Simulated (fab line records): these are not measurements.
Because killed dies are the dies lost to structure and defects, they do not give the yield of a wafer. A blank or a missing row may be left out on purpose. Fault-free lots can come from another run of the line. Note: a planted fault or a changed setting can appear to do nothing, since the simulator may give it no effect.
One fault through the eyes of 3 desks | flow nand_harc | each desk holds nothing but its own numbers, with what lay behind them at the end

THE TOOL OWNER'S DESK: litho_track-04
The tool's own readings at NHARC_A_BLC_PEB_08 (peb time 65 s): means of the sampled wafers that have a number, for each lot that ran on this tool. The brackets show how far a lot's mean lies from the usual mean; more than 4 standard deviations puts the lot out of limits, marked OUT.
Columns: A = chill_plate_temp_C at NHARC_A_BLC_PEB_08, usual 22.98 C; B = heater_power_total_W at NHARC_A_BLC_PEB_08, usual 156.5 W; C = plate_temp_C at NHARC_A_BLC_PEB_08, usual 99.99 C
lot  | first seen here | A     | B                | C
L844 | day 17 09:09    | 22.91 | 156.3            | 99.84
L851 | day 19 10:54    | 22.90 | 154.6 (-4.5) OUT | 99.14 (-6.1) OUT
L853 | day 19 21:59    | 23.00 | 154.7 (-4.1) OUT | 99.05 (-6.7) OUT
This desk finds L851, L853 out of limits, L851 being first, at day 19 10:54 (heater_power_total_W at NHARC_A_BLC_PEB_08). Within limits: L844.

THE DEFECT DESK
Lot by lot, what the route's inspections counted, given as the mean of those sampled wafers with a number. The brackets show how far a lot's mean lies from the usual mean; more than 4 standard deviations puts the lot out of limits, marked OUT.
Columns: A = raw_defect_count at NHARC_A_CONTACT_INSPECT_23, usual 449
lot  | first seen here | A
L844 | day 17 08:43    | 409
L843 | day 17 10:58    | 328
L852 | day 19 04:38    | 541
L851 | day 19 10:28    | 409
L853 | day 19 21:34    | 432
L859 | day 20 21:41    | 488
L860 | day 21 00:56    | 447
L858 | day 21 12:06    | 617
L863 | day 21 20:04    | 447
L866 | day 22 06:23    | 354
L865 | day 22 13:38    | 673
L864 | day 22 21:52    | 627
This desk's finding: nothing out of limits on any of the 12 lots.

METROLOGY DESK
Means of the sampled wafers that have a number, per lot and without regard to the tool the lot ran on: this is what the gauges read. The brackets show how far a lot's mean lies from the usual mean; more than 4 standard deviations puts the lot out of limits, marked OUT.
Columns: A = cd_nm at NHARC_A_CONTACT_CD_MEAS_15, usual 90.0 nm; B = cd_nm at NHARC_A_BLC_CD_MEAS_10, usual 100.1 nm; C = cd_nm at NHARC_A_BLC_CD_MEAS_19, usual 99.7 nm
lot  | first seen here | A    | B               | C
L844 | day 17 02:07    | 89.8 | 100.4           | 100.6
L843 | day 17 03:54    | 90.2 | 100.6           | 100.2
L852 | day 18 23:13    | 90.1 | 99.8            | 99.4
L851 | day 19 08:02    | 90.2 | 96.9 (-6.3) OUT | 96.1
L853 | day 19 15:39    | 90.5 | 96.8 (-6.6) OUT | 95.1
L859 | day 20 18:30    | 89.5 | 99.7            | 99.7
L860 | day 20 22:29    | 90.3 | 99.4            | 99.8
L858 | day 21 02:11    | 89.5 | 100.4           | 100.9
L863 | day 21 15:00    | 89.8 | 99.0            | 98.2
L866 | day 22 03:28    | 89.8 | 100.2           | 100.5
L865 | day 22 11:12    | 90.2 | 101.1           | 101.0
L864 | day 22 15:36    | 90.6 | 99.9            | 100.4
This desk finds L851, L853 out of limits, L851 being first, at day 19 10:59 (cd_nm at NHARC_A_BLC_CD_MEAS_10). Within limits: L844, L843, L852, L859, L860, L858, L863, L866, L865, L864.

PUT TOGETHER
At day 19 10:54, on L851, L853, the tool owner's desk was in a position to raise an alarm.
The metrology desk could have raised an alarm at day 19 10:59, on L851, L853.
No out-of-limits result turned up at the defect desk.
The defect desk has L851, L853 on record, within its limits.
On litho_track-04, each named lot ran NHARC_A_BLC_PEB_08.

WHAT THE SIMULATOR HAD PUT IN
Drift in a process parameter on litho_track-04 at NHARC_A_BLC_PEB_08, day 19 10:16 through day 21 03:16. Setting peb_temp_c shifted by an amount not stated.
Shown lots that were struck: L851, L853.
Hours from the fault's start to each desk's first reading out of limits: the tool owner's desk, 1; the metrology desk, 1.
